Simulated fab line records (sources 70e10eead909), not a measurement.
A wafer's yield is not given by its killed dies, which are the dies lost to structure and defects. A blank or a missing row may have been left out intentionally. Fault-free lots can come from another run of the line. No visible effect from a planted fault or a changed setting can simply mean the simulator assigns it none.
Which tool is to blame? / flow nandHarc / 42 wafers from 14 lots sampled at 4 of the route's 1159 steps

WHAT THE GAUGES SHOWED, per wafer
The record holds no reading of a measuring or inspecting step that can be judged against a usual standard deviation.

EACH LOT AND THE TOOL THAT RAN IT (in order: tool; ch and the chambers of the sampled wafers; start)
lot=L956; NHARC_P_BONDPAD_DEGAS_25=pvdSputter-01, day 6 06:55; NHARC_P_BONDPAD_ANNEAL_28=rtpAnneal-02 ch 0, day 6 07:59; NHARC_A_ZERO_WELL_IMPLANT_15=implanter-01 ch 0, day 6 11:14; NHARC_A_ZERO_WELL_RTA_16=rtpAnneal-02 ch 0, day 6 11:35
lot=L957; NHARC_P_BONDPAD_DEGAS_25=pvdSputter-03, day 6 19:39; NHARC_P_BONDPAD_ANNEAL_28=rtpAnneal-02 ch 0, day 6 20:23; NHARC_A_ZERO_WELL_IMPLANT_15=implanter-01 ch 0, day 6 23:31; NHARC_A_ZERO_WELL_RTA_16=rtpAnneal-01 ch 0, day 6 23:52
lot=L958; NHARC_P_BONDPAD_DEGAS_25=pvdSputter-02, day 6 21:17; NHARC_P_BONDPAD_ANNEAL_28=rtpAnneal-01 ch 0, day 6 22:07; NHARC_A_ZERO_WELL_IMPLANT_15=implanter-01 ch 0, day 7 01:29; NHARC_A_ZERO_WELL_RTA_16=rtpAnneal-02 ch 0, day 7 02:13
lot=L959; NHARC_P_BONDPAD_DEGAS_25=pvdSputter-01, day 7 10:47; NHARC_P_BONDPAD_ANNEAL_28=rtpAnneal-02 ch 0, day 7 11:32; NHARC_A_ZERO_WELL_IMPLANT_15=implanter-01 ch 0, day 7 14:38; NHARC_A_ZERO_WELL_RTA_16=rtpAnneal-01 ch 0, day 7 14:59
lot=L961; NHARC_P_BONDPAD_DEGAS_25=pvdSputter-03, day 7 18:34; NHARC_P_BONDPAD_ANNEAL_28=rtpAnneal-02 ch 0, day 7 19:20; NHARC_A_ZERO_WELL_IMPLANT_15=implanter-02 ch 0, day 7 22:29; NHARC_A_ZERO_WELL_RTA_16=rtpAnneal-01 ch 0, day 7 22:50
lot=L962; NHARC_P_BONDPAD_DEGAS_25=pvdSputter-02, day 8 06:01; NHARC_P_BONDPAD_ANNEAL_28=rtpAnneal-02 ch 0, day 8 06:51; NHARC_A_ZERO_WELL_IMPLANT_15=implanter-01 ch 0, day 8 09:55; NHARC_A_ZERO_WELL_RTA_16=rtpAnneal-01 ch 0, day 8 10:16
lot=L963; NHARC_P_BONDPAD_DEGAS_25=pvdSputter-02, day 8 11:10; NHARC_P_BONDPAD_ANNEAL_28=rtpAnneal-01 ch 0, day 8 11:58; NHARC_A_ZERO_WELL_IMPLANT_15=implanter-02 ch 0, day 8 15:02; NHARC_A_ZERO_WELL_RTA_16=rtpAnneal-01 ch 0, day 8 15:23
lot=L965; NHARC_P_BONDPAD_DEGAS_25=pvdSputter-02, day 8 21:57; NHARC_P_BONDPAD_ANNEAL_28=rtpAnneal-01 ch 0, day 8 22:41; NHARC_A_ZERO_WELL_IMPLANT_15=implanter-01 ch 0, day 9 01:54; NHARC_A_ZERO_WELL_RTA_16=rtpAnneal-01 ch 0, day 9 02:14
lot=L969; NHARC_P_BONDPAD_DEGAS_25=pvdSputter-02, day 9 12:10; NHARC_P_BONDPAD_ANNEAL_28=rtpAnneal-01 ch 0, day 9 12:56; NHARC_A_ZERO_WELL_IMPLANT_15=implanter-02 ch 0, day 9 16:09; NHARC_A_ZERO_WELL_RTA_16=rtpAnneal-02 ch 0, day 9 16:29
lot=L968; NHARC_P_BONDPAD_DEGAS_25=pvdSputter-03, day 9 13:17; NHARC_P_BONDPAD_ANNEAL_28=rtpAnneal-02 ch 0, day 9 14:07; NHARC_A_ZERO_WELL_IMPLANT_15=implanter-01 ch 0, day 9 17:21; NHARC_A_ZERO_WELL_RTA_16=rtpAnneal-01 ch 0, day 9 17:41
lot=L975; NHARC_P_BONDPAD_DEGAS_25=pvdSputter-03, day 11 00:48; NHARC_P_BONDPAD_ANNEAL_28=rtpAnneal-01 ch 0, day 11 01:35; NHARC_A_ZERO_WELL_IMPLANT_15=implanter-02, day 11 04:41; NHARC_A_ZERO_WELL_RTA_16=rtpAnneal-01 ch 0, day 11 05:02
lot=L977; NHARC_P_BONDPAD_DEGAS_25=pvdSputter-01, day 11 15:39; NHARC_P_BONDPAD_ANNEAL_28=rtpAnneal-01 ch 0, day 11 16:30; NHARC_A_ZERO_WELL_IMPLANT_15=implanter-01, day 11 19:26; NHARC_A_ZERO_WELL_RTA_16=rtpAnneal-02 ch 0, day 11 19:47
lot=L978; NHARC_P_BONDPAD_DEGAS_25=pvdSputter-01, day 11 16:44; NHARC_P_BONDPAD_ANNEAL_28=rtpAnneal-01 ch 0, day 11 17:28; NHARC_A_ZERO_WELL_IMPLANT_15=implanter-02 ch 0, day 11 20:28; NHARC_A_ZERO_WELL_RTA_16=rtpAnneal-01 ch 0, day 11 20:49
lot=L979; NHARC_P_BONDPAD_DEGAS_25=pvdSputter-02, day 12 07:05; NHARC_P_BONDPAD_ANNEAL_28=rtpAnneal-01 ch 0, day 12 07:53; NHARC_A_ZERO_WELL_IMPLANT_15=implanter-02 ch 0, day 12 10:59; NHARC_A_ZERO_WELL_RTA_16=rtpAnneal-02 ch 0, day 12 11:20
- NHARC_P_BONDPAD_DEGAS_25: time 60 s.
- NHARC_P_BONDPAD_ANNEAL_28: time 90 s.
- NHARC_A_ZERO_WELL_IMPLANT_15
- NHARC_A_ZERO_WELL_RTA_16: time 10 s.

WHAT THE TOOLS THEMSELVES READ (means of the sampled wafers that have a number; where no wafer has one, the mark that the record gives instead)
NHARC_P_BONDPAD_DEGAS_25.
lot=L956; tool=pvdSputter-01; heaterPowerW (W)=482
lot=L957; tool=pvdSputter-03; heaterPowerW (W)=463
lot=L958; tool=pvdSputter-02; heaterPowerW (W)=475
lot=L959; tool=pvdSputter-01; heaterPowerW (W)=490
lot=L961; tool=pvdSputter-03; heaterPowerW (W)=457
lot=L962; tool=pvdSputter-02; heaterPowerW (W)=461
lot=L963; tool=pvdSputter-02; heaterPowerW (W)=495
lot=L965; tool=pvdSputter-02; heaterPowerW (W)=450
lot=L969; tool=pvdSputter-02; heaterPowerW (W)=457
lot=L968; tool=pvdSputter-03; heaterPowerW (W)=443
lot=L975; tool=pvdSputter-03; heaterPowerW (W)=456
lot=L977; tool=pvdSputter-01; heaterPowerW (W)=473
lot=L978; tool=pvdSputter-01; heaterPowerW (W)=483
lot=L979; tool=pvdSputter-02; heaterPowerW (W)=485

NHARC_P_BONDPAD_ANNEAL_28.
lot=L956 tool=rtpAnneal-02 wafer_temp_C_max=225.83
lot=L957 tool=rtpAnneal-02 wafer_temp_C_max=225.63
lot=L958 tool=rtpAnneal-01 wafer_temp_C_max=225.91
lot=L959 tool=rtpAnneal-02 wafer_temp_C_max=225.74
lot=L961 tool=rtpAnneal-02 wafer_temp_C_max=225.84
lot=L962 tool=rtpAnneal-02 wafer_temp_C_max=225.72
lot=L963 tool=rtpAnneal-01 wafer_temp_C_max=226.29
lot=L965 tool=rtpAnneal-01 wafer_temp_C_max=226.22
lot=L969 tool=rtpAnneal-01 wafer_temp_C_max=226.18
lot=L968 tool=rtpAnneal-02 wafer_temp_C_max=225.77
lot=L975 tool=rtpAnneal-01 wafer_temp_C_max=226.26
lot=L977 tool=rtpAnneal-01 wafer_temp_C_max=226.10
lot=L978 tool=rtpAnneal-01 wafer_temp_C_max=225.96
lot=L979 tool=rtpAnneal-01 wafer_temp_C_max=226.18

NHARC_A_ZERO_WELL_IMPLANT_15.
lot=L956; tool=implanter-01; beamEnergyKeV=149.98; beamOnS (s)=9.97
lot=L957; tool=implanter-01; beamEnergyKeV=150.07; beamOnS (s)=10.09
lot=L958; tool=implanter-01; beamEnergyKeV=150.05; beamOnS (s)=9.78
lot=L959; tool=implanter-01; beamEnergyKeV=150.06; beamOnS (s)=10.01
lot=L961; tool=implanter-02; beamEnergyKeV=149.96; beamOnS (s)=10.10
lot=L962; tool=implanter-01; beamEnergyKeV=150.03; beamOnS (s)=9.83
lot=L963; tool=implanter-02; beamEnergyKeV=150.04; beamOnS (s)=9.96
lot=L965; tool=implanter-01; beamEnergyKeV=149.96; beamOnS (s)=9.96
lot=L969; tool=implanter-02; beamEnergyKeV=149.97; beamOnS (s)=10.09
lot=L968; tool=implanter-01; beamEnergyKeV=150.01; beamOnS (s)=10.10
lot=L975; tool=implanter-02; beamEnergyKeV=-; beamOnS (s)=-
lot=L977; tool=implanter-01; beamEnergyKeV=-; beamOnS (s)=-
lot=L978; tool=implanter-02; beamEnergyKeV=149.99; beamOnS (s)=10.00
lot=L979; tool=implanter-02; beamEnergyKeV=150.01; beamOnS (s)=9.84

NHARC_A_ZERO_WELL_RTA_16.
lot=L956; tool=rtpAnneal-02; lampPowerPct (%)=28.2; lamp_zone_7_pct (%)=28.6; wafer_temp_C_max=1003.7
lot=L957; tool=rtpAnneal-01; lampPowerPct (%)=32.5; lamp_zone_7_pct (%)=33.0; wafer_temp_C_max=1004.4
lot=L958; tool=rtpAnneal-02; lampPowerPct (%)=28.2; lamp_zone_7_pct (%)=28.7; wafer_temp_C_max=1002.6
lot=L959; tool=rtpAnneal-01; lampPowerPct (%)=32.5; lamp_zone_7_pct (%)=33.0; wafer_temp_C_max=1004.7
lot=L961; tool=rtpAnneal-01; lampPowerPct (%)=32.5; lamp_zone_7_pct (%)=33.0; wafer_temp_C_max=1004.4
lot=L962; tool=rtpAnneal-01; lampPowerPct (%)=32.5; lamp_zone_7_pct (%)=33.0; wafer_temp_C_max=1004.8
lot=L963; tool=rtpAnneal-01; lampPowerPct (%)=32.5; lamp_zone_7_pct (%)=33.0; wafer_temp_C_max=1003.8
lot=L965; tool=rtpAnneal-01; lampPowerPct (%)=32.5; lamp_zone_7_pct (%)=33.0; wafer_temp_C_max=1005.5
lot=L969; tool=rtpAnneal-02; lampPowerPct (%)=28.2; lamp_zone_7_pct (%)=28.7; wafer_temp_C_max=1004.8
lot=L968; tool=rtpAnneal-01; lampPowerPct (%)=32.5; lamp_zone_7_pct (%)=33.1; wafer_temp_C_max=1004.7
lot=L975; tool=rtpAnneal-01; lampPowerPct (%)=32.5; lamp_zone_7_pct (%)=33.0; wafer_temp_C_max=1005.1
lot=L977; tool=rtpAnneal-02; lampPowerPct (%)=28.2; lamp_zone_7_pct (%)=28.7; wafer_temp_C_max=1002.8
lot=L978; tool=rtpAnneal-01; lampPowerPct (%)=32.5; lamp_zone_7_pct (%)=33.0; wafer_temp_C_max=1004.0
lot=L979; tool=rtpAnneal-02; lampPowerPct (%)=28.3; lamp_zone_7_pct (%)=28.7; wafer_temp_C_max=1002.6

THE ANSWER, worked out from the rows above alone
Rule: the usual values come from the lots themselves. Put in order of their means at a reading, lots are off if they are a third of the lots or fewer, leave a main group of 4 or more, and stand apart from it by a gap of 3 or more times the standard deviation of the main group's means; of several such gaps the widest counts. Not used: any main group whose means are identical at the precision the tables above print for the reading. A lot without any number at a reading at which 4 lots or more have one is off too. Where the step has rows for the other lots, those lots are counted as sound. Order of review: gauges by route order, followed by the tools' own readings, for which a lot's mean as printed above is used. At the first step where some lot is off, the reading lying furthest off is the one used; lots without a number count as furthest.
Off, at NHARC_A_ZERO_WELL_IMPLANT_15 on beamEnergyKeV: L975, L977. Without a number there: L975, L977. Mean 150.01 and standard deviation 0.038 in the main group.
A tool fits if, at that step or a process step before it, it ran every lot that is off, and no sound lot after the first of them. None of those tried fits.

WHAT HAD BEEN PUT IN BY THE SIMULATOR
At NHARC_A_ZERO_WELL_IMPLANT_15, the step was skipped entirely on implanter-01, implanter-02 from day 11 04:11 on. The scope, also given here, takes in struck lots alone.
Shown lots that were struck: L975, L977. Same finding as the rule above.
